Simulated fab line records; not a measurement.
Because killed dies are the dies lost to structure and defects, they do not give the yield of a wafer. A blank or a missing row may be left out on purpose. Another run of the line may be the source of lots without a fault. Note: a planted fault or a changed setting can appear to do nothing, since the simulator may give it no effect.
Chamber matching :: flow nandHarc :: NHARC_A_STAIRCASE_DEP_301 on pecvd-02 has 3 sister chambers
The step deposits SiON, target thk 30 nm. 6 wafers are shown with their chamber, then 12 later ones without.

== WAFERS WITH THEIR CHAMBER ==
wafer: L082.1
chamber: 1
heaterPowerW (W): 710

wafer: L083.4
chamber: 1
heaterPowerW (W): 719

wafer: L083.6
chamber: 0
heaterPowerW (W): 700

wafer: L086.2
chamber: 2
heaterPowerW (W): 801

wafer: L086.5
chamber: 0
heaterPowerW (W): 779

wafer: L086.6
chamber: 2
heaterPowerW (W): 779

== WAFERS WITHOUT THEIR CHAMBER ==
wafer: L085.2
heaterPowerW (W): 674

wafer: L085.4
heaterPowerW (W): 683

wafer: L085.6
heaterPowerW (W): 791

wafer: L090.1
heaterPowerW (W): 813

wafer: L090.5
heaterPowerW (W): 806

wafer: L090.6
heaterPowerW (W): 792

wafer: L095.1
heaterPowerW (W): 686

wafer: L095.5
heaterPowerW (W): 832

wafer: L095.6
heaterPowerW (W): 730

wafer: L094.2
heaterPowerW (W): 734

wafer: L094.3
heaterPowerW (W): 764

wafer: L094.6
heaterPowerW (W): 822

== EACH ONE'S CHAMBER ==
wafer: L085.2
from the rows above: can't be placed: 1 or 0
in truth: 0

wafer: L085.4
from the rows above: can't be placed: 1 or 0
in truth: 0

wafer: L085.6
from the rows above: can't be placed: 2 or 0
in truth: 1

wafer: L090.1
from the rows above: can't be placed: 2 or 0
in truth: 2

wafer: L090.5
from the rows above: can't be placed: 2 or 0
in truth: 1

wafer: L090.6
from the rows above: can't be placed: 2 or 0
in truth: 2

wafer: L095.1
from the rows above: can't be placed: 1 or 0
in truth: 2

wafer: L095.5
from the rows above: can't be placed: 2 or 0
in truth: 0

wafer: L095.6
from the rows above: can't be placed: 0 or 1 or 2
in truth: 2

wafer: L094.2
from the rows above: can't be placed: 0 or 1 or 2
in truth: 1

wafer: L094.3
from the rows above: can't be placed: 0 or 2 or 1
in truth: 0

wafer: L094.6
from the rows above: can't be placed: 2 or 0
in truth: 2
Placed correctly: 0 of 12. Unplaceable from these rows: 12, with the true chamber sitting among the candidates in 9. 0 placed wrongly.
How it was worked out, from the rows above alone: a wafer's distance from a chamber is the root of the sum, over the readings, of the square of ((its reading less the chamber's mean) divided by the reading's scatter). The wafer belongs to the nearest chamber; if the next one is less than 2 further off, it can't be placed. For every chamber, the mean is computed from those of its wafers that are shown. How the scatter is found: for the shown wafers, subtract from each reading the mean of its chamber, square and add these, divide the total by (wafers less chambers), then take the root.
